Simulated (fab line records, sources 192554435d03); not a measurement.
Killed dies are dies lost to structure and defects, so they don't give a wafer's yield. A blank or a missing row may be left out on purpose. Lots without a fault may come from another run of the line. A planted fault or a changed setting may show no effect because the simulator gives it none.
Problem report in the 8D (eight disciplines) form, filled by code | flow n5_finfet | the parts of the form that need people (team, actions taken, sign-off) are left out

1. THE PROBLEM
bias_w at N5_BEOL_M6_ETCH_66 reads a mean of 125.6 W on 9 wafers of 3 lots; wafers without a fault read 150.0 W with a standard deviation of 0.41. That is -60 standard deviations from the usual mean.
The step: etches SOC in N2/H2, target depth 80 nm, overetch 16 nm, time 120 s.
First seen on wafer L328.3, day 9 21:10, on rie_diel-05. The record holds 21 wafers of 7 lots with a number at this step. Rule for "out", or "out of limits": more than 4 standard deviations from the usual mean. The other wafers with a number count as sound.

2. WHAT IT IS AND WHAT IT IS NOT
question                    | is                     | is not
which readings at this step | bias_w, rf_vpp_V       | drypump_motor_current_A, oes_product_au, rf_fwd_power_W, showerhead_plenum_p_Torr, throttle_valve_pct
which lots                  | L328, L333, L334       | L327, L343, L348, L349
which wafers of those lots  | all that have a number | -
read on which tools         | rie_diel-05            | rie_diel-01, rie_diel-06
when                        | from day 9 21:10       | up to then (3 sound wafers); but 9 sound wafers of L343, L348, L349 came after

3. SUSPECTS, AND WHAT RULES EACH OUT
Counting: a tool at a process step up to the reading stays a suspect if it ran every lot that is out and no sound lot after the first of them.
- rie_diel-05 at N5_BEOL_M6_DESCUM_33 (chemistry O2, time 7 s): ruled out as a lasting fault. Sound lots L349 ran on it after its first lot that is out, L328 (day 9 21:05).
- rie_diel-05 at N5_BEOL_M6_ETCH_72 (etches underlayer in N2/H2, target depth 6.5 nm, time 5.2 s): ruled out as a lasting fault. Sound lots L349 ran on it after its first lot that is out, L328 (day 9 21:07).
- rie_diel-05 at N5_BEOL_M6_ETCH_65 (etches SiARC in CF4, target depth 15.6 nm, time 26 s): ruled out as a lasting fault. Sound lots L349 ran on it after its first lot that is out, L328 (day 9 21:08).
- rie_diel-05 at N5_BEOL_M6_ETCH_66 (etches SOC in N2/H2, target depth 80 nm, overetch 16 nm, time 120 s): ruled out as a lasting fault. Sound lots L349 ran on it after its first lot that is out, L328 (day 9 21:10).
Left after counting: nothing in the record.

4. THE CAUSE (what the simulator had put in)
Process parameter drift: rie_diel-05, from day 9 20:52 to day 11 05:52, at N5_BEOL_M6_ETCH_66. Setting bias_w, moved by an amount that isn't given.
Counting ruled it out, wrongly.

5. THE CHAIN OF EFFECTS, in route order
Each row: a reading whose mean over the struck wafers that have a number lies more than 3 standard deviations from the usual. Only readings for which the record gives a usual standard deviation are gone through. hours: the time from each lot's start at the first step in this table that gives one to its start at this step, as a median over the lots. sigmas: the change in usual standard deviations.
hours | step               | reading  | usual   | on struck wafers | change | sigmas
0     | N5_BEOL_M6_ETCH_66 | bias_w   | 150.0 W | 125.6            | -24.4  | -60
0     | N5_BEOL_M6_ETCH_66 | rf_vpp_V | 523.2 V | 468.4            | -54.8  | -22
The process steps in it:
- N5_BEOL_M6_ETCH_66: etches SOC in N2/H2, target depth 80 nm, overetch 16 nm, time 120 s.

6. WHAT WOULD HAVE CAUGHT IT SOONER
In this record the first reading out of limits was taken at day 9 21:10, 0 hours after the fault began at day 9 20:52.
